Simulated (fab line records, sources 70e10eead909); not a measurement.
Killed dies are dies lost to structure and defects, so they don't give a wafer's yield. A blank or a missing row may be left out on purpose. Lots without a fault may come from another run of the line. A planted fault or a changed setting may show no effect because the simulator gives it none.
fab line records | flow nand_harc | part 2 of 2: steps 5 to 6 of 6
record lots=24 wafers=72 last_day=33
route steps=1302 shown A_ONON_D1@447 A_CHANNEL_HOLE_D1@465
lots that met no fault: from a run of the same line without faults
start_h: hours from the record's first day to the start of the lot's first wafer shown | wait_h: hours since the lot's step before | " the same as in the row above | L1.1+2: a row that stands for several wafers | - no value, or no start given | * or withheld: withheld | < > ~ a bound
route shown NAME@n: a module of which the file shows steps, and the number in the route of the first | usual: mean/standard deviation of fault-free wafers | same: alike in all rows | chamber/n: place in a boat | sites: the reading at each site | _std_site: their standard deviation | _edge_site: outer sites' mean less inner sites' | radius_mm: how far each site lies from the wafer's centre | mask NAME#n: copy n | behind: the tool/chamber that last shaped the wafer | hold: why the lot was held/for how many hours/how that ended | device: the transistor (n, p or np) that didn't switch | end of line: the same wafers' tests at the end of the route | a step without rows: its recipe alone | killed: dies lost to structure and defects at the first sort, not the wafer's yield | map: a wafer's dies, x killed, . not, _ none there
set.NAME: the setting as run; set.NAME@STEP: as run at that earlier step | model.NAME: the simulator's own value behind a step, which no gauge read
steps of the route over a sample of lots; a table a step, a row a wafer
services: from which hour (start_h, from the record's first day; less than 0 if before it) a tool's chamber was out of use, for how many hours, and why
## steps
# step NHARC_A_CHANNEL_HOLE_D1_ETCH_26
# recipe bias_v=300 source_w=2000 pressure_mtorr=30 time_s=224.1 ar_flow_sccm=375 c4f8_flow_sccm=11.4 o2_flow_sccm=113.6 temp_c=-20 target_depth_a=3000 chemistry=C4F8/O2/Ar
# usual drypump_motor_current_A=5.7/0.43 showerhead_plenum_p_Torr=3.76/0.034 throttle_valve_pct=24.584/0.0093
# columns lot.wafer tool chamber start_h wait_h drypump_motor_current_A rf_hours_counter_h showerhead_plenum_p_Torr throttle_valve_pct
L074.1 har_etch-02 1 185.55 1.5 5.4 282 3.82 24.575
L074.2 " 1 " " 5.4 - 3.82 24.568
L074.5 " 1 " " 5.4 - 3.82 24.589
L075.1 har_etch-02 1 205.02 0.7 5.4 293 3.82 24.586
L075.3 " 0 " " 6.5 - 3.81 24.577
L075.6 " 1 " " 5.4 - 3.82 24.590
L076.2 har_etch-02 1 209.18 0.7 5.3 297 3.82 24.573
L076.4 " 1 " " 5.4 - 3.82 24.578
L076.5 " 1 " " 5.4 - 3.82 24.588
L077.1 har_etch-01 0 212.68 0.6 5.4 114 3.77 24.588
L077.3 " 0 " " 5.5 - 3.77 24.593
L077.5 " 0 " " 5.4 - 3.77 24.585
L078.1 har_etch-01 1 221.14 0.7 5.7 118 3.77 24.591
L078.2 " 0 " " 5.4 118 3.76 24.591
L078.5 " 1 " " 5.7 - 3.76 24.569
L079.1 har_etch-02 0 245.10 0.7 6.6 324 3.80 24.586
L079.2 " 1 " " 5.4 316 3.80 24.572
L079.5 " 1 " " 5.4 - 3.80 24.599
L080.1 har_etch-01 1 247.06 0.6 5.7 133 3.76 24.583
L080.3 " 0 " " 5.4 - 3.76 24.590
L080.5 " 0 " " 5.4 - 3.76 24.586
L081.4 har_etch-01 1 264.47 0.5 5.7 - 3.75 24.573
L081.3 " 0 " " 5.4 - 3.75 24.590
L081.6 " 1 " " 5.7 - 3.75 24.599
L082.2 har_etch-01 1 278.14 0.6 5.7 145 3.75 24.571
L082.4 " 0 " " 5.5 - 3.75 24.594
L082.6 " 0 " " 5.4 - 3.75 24.581
L083.1 har_etch-02 1 290.25 0.7 5.4 339 3.79 24.589
L083.2 " 0 " " 6.5 347 3.79 24.569
L083.3 " 0 " " 6.5 - 3.79 24.587
L084.2 har_etch-02 0 294.42 0.7 6.6 351 3.78 24.570
L084.3 " 0 " " 6.5 - 3.78 24.578
L084.6 " 0 " " 6.5 - 3.78 24.586
L086.2 har_etch-01 0 299.99 0.7 5.4 164 3.74 24.587
L086.1 " 1 " " 5.7 164 3.74 24.581
L086.5 " 0 " " 5.4 - 3.74 24.592
L085.2 har_etch-02 0 302.75 0.7 6.5 359 3.78 24.585
L085.1 " 1 " " 5.4 351 3.78 24.592
L085.6 " 0 " " 6.5 - 3.78 24.591
L087.1 har_etch-01 1 309.81 0.6 5.7 168 3.74 24.585
L087.4 " 0 " " 5.5 - 3.74 24.588
L087.6 " 0 " " 5.4 - 3.74 24.587
L088.2 har_etch-01 1 341.43 0.7 5.7 187 3.73 24.577
L088.3 " 1 " " 5.7 - 3.73 24.586
L088.5 " 1 " " 5.7 - 3.73 24.590
L091.1 har_etch-01 0 348.37 0.7 5.4 191 3.72 24.577
L091.5 " 0 " " 5.4 - 3.72 24.582
L091.6 " 1 " " 5.7 - 3.72 24.566
L089.2 har_etch-02 1 348.55 0.7 5.4 377 3.77 24.592
L089.3 " 0 " " 6.5 - 3.76 24.571
L089.5 " 1 " " 5.4 - 3.77 24.569
L090.2 har_etch-01 0 356.78 0.6 5.5 198 3.72 24.598
L090.3 " 0 " " 5.5 - 3.72 24.576
L090.5 " 0 " " 5.5 - 3.72 24.583
L092.1 har_etch-02 0 359.14 0.7 6.5 393 3.76 24.576
L092.5 " 0 " " 6.5 - 3.76 24.597
L092.6 " 1 " " 5.4 - 3.76 24.574
L093.2 har_etch-01 0 372.30 0.7 5.4 206 3.71 24.583
L093.1 " 1 " " 5.7 206 3.71 24.583
L093.3 " 0 " " 5.4 - 3.71 24.591
L094.2 har_etch-01 1 384.43 0.7 5.7 214 3.71 24.585
L094.4 " 1 " " 5.7 - 3.71 24.591
L094.5 " 0 " " 5.4 - 3.71 24.572
L095.4 har_etch-02 1 398.17 0.5 5.4 - 3.76 24.563
L095.3 " 0 " " 6.5 - 3.75 24.583
L095.6 " 0 " " 6.5 - 3.75 24.585
L096.1 har_etch-01 1 413.83 0.7 5.7 229 3.70 24.586
L096.3 " 1 " " 5.7 - 3.70 24.586
L096.6 " 0 " " 5.4 - 3.70 24.587
L097.1 har_etch-02 1 417.83 0.7 5.4 15 3.75 24.560
L097.2 " 0 " " 6.5 15 3.75 24.587
L097.6 " 0 " " 6.5 - 3.75 24.581
# step NHARC_A_CHANNEL_HOLE_D1_STRIP_27
# recipe o2_flow_sccm=500 ar_flow_sccm=0 bias_w=0 chemistry=O2
# usual drypump_motor_current_A=5.6/0.54 oes_product_au=1.001/0.01 rf_vpp_V=57.9/0.91 showerhead_plenum_p_Torr=3.59/0.14 throttle_valve_pct=17.037/0.0093
# columns lot.wafer tool chamber start_h wait_h drypump_motor_current_A oes_product_au rf_hours_counter_h rf_vpp_V showerhead_plenum_p_Torr throttle_valve_pct
L074.1 rie_diel-10 1 - - 6.0 1.005 37 59.2 3.36 17.039
L074.2 " 2 " " 5.1 0.986 35 58.3 3.57 17.040
L074.5 " 0 " " 5.3 0.995 - 57.7 3.49 17.030
L075.1 rie_diel-08 0 - - 5.9 0.999 0 57.7 3.71 17.058
L075.3 " 2 " " 5.8 1.008 0 58.2 3.68 17.031
L075.6 " 0 " " 5.9 1.003 - 58.8 3.71 17.024
L076.4 rie_diel-05 2 - - 6.4 1.017 15 57.5 3.76 17.039
L076.2 " 3 " " 5.0 0.999 13 58.6 3.61 17.038
L076.5 " 0 " " 5.0 0.993 - 57.4 3.43 17.031
L077.3 rie_diel-05 3 - - 5.0 0.981 14 56.3 3.60 17.033
L077.1 " 1 " " 5.5 1.020 14 57.5 3.66 17.025
L077.5 " 3 " " 5.0 0.991 - 57.4 3.61 17.054
L078.2 rie_diel-05 2 - - 6.4 1.014 17 58.7 3.76 17.040
L078.1 " 1 " " 5.5 1.024 15 57.8 3.66 17.037
L078.5 " 3 " " 5.0 0.993 - 58.5 3.60 17.022
L079.2 rie_diel-05 0 - - 5.0 0.985 1 57.7 3.43 17.053
L079.1 " 3 " " 5.0 0.992 1 57.9 3.60 17.036
L079.5 " 0 " " 5.0 1.002 - 57.2 3.43 17.048
L080.3 rie_diel-05 1 - - 5.5 1.011 1 57.7 3.66 17.027
L080.1 " 2 " " 6.4 0.996 1 58.7 3.76 17.055
L080.5 " 1 " " 5.5 1.015 - 58.9 3.66 17.033
L081.3 rie_diel-05 1 - - 5.5 1.022 2 58.6 3.66 17.034
L081.4 " 3 " " 5.0 1.008 1 57.6 3.60 17.023
L081.6 " 0 " " 5.0 1.004 - 57.9 3.43 17.030
L082.4 rie_diel-08 3 - - 6.3 0.997 22 56.7 3.33 17.047
L082.2 " 1 " " 5.8 0.995 28 57.9 3.66 17.036
L082.6 " 3 " " 6.3 1.001 - 56.2 3.33 17.040
L083.2 rie_diel-05 1 - - 5.5 1.018 4 57.2 3.66 17.027
L083.3 " 2 " " 6.4 0.999 4 57.9 3.76 17.032
L083.1 " 0 " " 5.0 0.995 4 58.1 3.43 17.044
L084.3 rie_diel-05 3 - - 5.0 0.980 4 58.8 3.60 17.034
L084.2 " 1 " " 5.5 1.013 5 57.4 3.66 17.041
L084.6 " 2 " " 6.4 0.999 - 58.2 3.76 17.029
L086.2 rie_diel-08 3 301.18 0.1 6.3 1.003 27 57.9 3.33 17.035
L086.1 " 1 " " 5.9 0.993 33 58.3 3.66 17.040
L086.5 " 3 " " 6.3 0.987 - 56.0 3.32 17.036
L085.1 rie_diel-05 2 - - 6.4 0.991 6 58.8 3.76 17.040
L085.2 " 0 " " 5.0 0.990 5 56.3 3.42 17.042
L085.6 " 1 " " 5.5 1.003 - 57.7 3.66 17.032
L087.4 rie_diel-05 0 - - 5.0 0.991 6 57.1 3.42 17.058
L087.1 " 1 " " 5.5 1.012 7 58.1 3.66 17.025
L087.6 " 3 " " 5.0 1.001 - 59.9 3.60 17.046
L088.3 rie_diel-05 1 - - 5.5 1.020 8 58.9 3.66 17.031
L088.2 " 3 " " 5.0 1.012 7 56.9 3.60 17.035
L088.5 " 1 " " 5.5 1.014 - 59.9 3.66 17.040
L091.1 rie_diel-10 1 - - 6.0 1.001 28 57.3 3.33 17.030
L091.5 " 1 " " 6.0 1.003 - 57.7 3.33 17.038
L091.6 " 2 " " 5.1 0.997 - 59.5 3.55 17.024
L089.3 rie_diel-10 0 - - 5.2 0.999 30 57.6 3.46 17.027
L089.2 " 1 " " 6.0 1.008 28 58.2 3.33 17.047
L089.5 " 2 " " 5.1 0.989 - 57.3 3.55 17.063
L090.3 rie_diel-05 2 - - 6.4 1.004 9 57.9 3.76 17.033
L090.2 " 1 " " 5.5 1.016 10 58.5 3.66 17.039
L090.5 " 3 " " 5.0 1.004 - 57.1 3.60 17.036
L092.1 rie_diel-05 0 - - 5.0 0.987 10 58.2 3.42 17.047
L092.5 " 2 " " 6.4 1.007 - 59.9 3.76 17.026
L092.6 " 3 " " 5.0 1.000 - 58.3 3.60 17.047
L093.3 rie_diel-05 2 - - 6.4 1.011 11 58.0 3.75 17.044
L093.1 " 3 " " 5.0 1.010 11 59.0 3.60 17.043
L093.2 " 1 " " 5.5 1.013 12 58.5 3.66 17.039
L094.4 rie_diel-05 1 - - 5.5 1.013 13 57.3 3.66 17.044
L094.2 " 2 " " 6.4 1.011 12 57.4 3.75 17.033
L094.5 " 0 " " 5.0 0.989 - 57.1 3.42 17.052
L095.4 rie_diel-05 0 - - 5.0 0.988 12 57.4 3.42 17.032
L095.3 " 3 " " 5.0 0.995 12 57.8 3.60 17.042
L095.6 " 0 " " 5.0 0.992 - 58.2 3.42 17.034
L096.3 rie_diel-08 1 - - 5.9 0.980 16 58.4 3.64 17.035
L096.1 " 2 " " 5.8 1.018 11 57.9 3.65 17.038
L096.6 " 1 " " 5.9 0.992 - 59.2 3.64 17.040
L097.2 rie_diel-05 1 - - 5.4 0.990 0 57.2 3.66 17.043
L097.1 " 3 " " 5.0 0.985 0 56.4 3.60 17.031
L097.6 " 1 " " 5.5 0.995 - 59.6 3.66 17.048
## services
# columns tool chamber start_h hours kind
har_etch-01 - 152.28 2.9 repair
rie_diel-08 - 159.08 1.3 repair
har_etch-02 - 159.41 0.7 repair
rie_diel-05 0 159.86 - clean
rie_diel-05 1 159.86 - clean
rie_diel-05 2 159.86 - clean
rie_diel-05 3 159.86 - clean
rie_diel-05 0 184.36 - clean
rie_diel-05 1 184.36 - clean
rie_diel-05 2 184.36 - clean
rie_diel-05 3 184.36 - clean
rie_diel-08 - 194.69 9.0 pm
rie_diel-05 - 229.60 9.0 pm
rie_diel-08 0 242.30 1.6 repair
rie_diel-10 - 242.88 9.0 pm
rie_diel-08 0 297.13 25.0 repair
rie_diel-08 2 297.85 14.8 repair
rie_diel-05 2 318.10 5.7 repair
rie_diel-08 1 345.55 2.6 repair
rie_diel-05 0 371.15 8.2 repair
rie_diel-08 - 371.69 9.0 pm
har_etch-02 - 377.00 17.0 pm
rie_diel-08 2 382.30 3.3 repair
rie_diel-05 - 406.60 9.0 pm
